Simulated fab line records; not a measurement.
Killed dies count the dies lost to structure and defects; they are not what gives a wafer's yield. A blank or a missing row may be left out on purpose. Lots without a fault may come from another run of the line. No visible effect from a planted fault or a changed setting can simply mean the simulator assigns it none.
Matching of chambers -- flow n5-finfet -- N5_BEOL_M8_STRIP_67 on rie-diel-06 has 4 sister chambers
The step strips in CF4. 4 wafers are shown with their chamber, then 10 later ones without.

## WAFERS WITH THEIR CHAMBER
wafer,chamber,throttle-valve-pct (%)
L084.3,2,13.91
L084.5,0,13.17
L089.1,1,13.80
L089.3,3,13.57

## WAFERS MISSING THEIR CHAMBER
wafer,throttle-valve-pct (%)
L089.5,13.93
L091.2,13.20
L091.4,13.81
L091.6,13.78
L096.2,13.83
L096.4,13.61
L096.5,13.82
L095.2,13.96
L095.5,13.22
L095.6,13.58

## WHICH CHAMBER EACH ONE RAN IN
wafer,from the rows above,in truth
L089.5,2,2
L091.2,0,0
L091.4,1,1
L091.6,1,1
L096.2,can't be placed: 1 or 2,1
L096.4,3,3
L096.5,1,1
L095.2,2,2
L095.5,0,0
L095.6,3,3
Correct placement for 9 of the 10. Can't be placed from these rows: 1 (the true chamber is among the candidates in 1). Wrongly placed: 0.
How it was worked out, from the rows above alone: a wafer's distance from a chamber is the root of the sum, over the readings, of the square of ((its reading less the chamber's mean) divided by the reading's scatter). The wafer belongs to the nearest chamber; if the next one is less than 2 further off, it can't be placed. For every chamber, the mean is computed from those of its wafers that are shown. The scatter: root of mean squared gap, hidden wafer to nearest shown wafer, with one shown wafer a chamber.
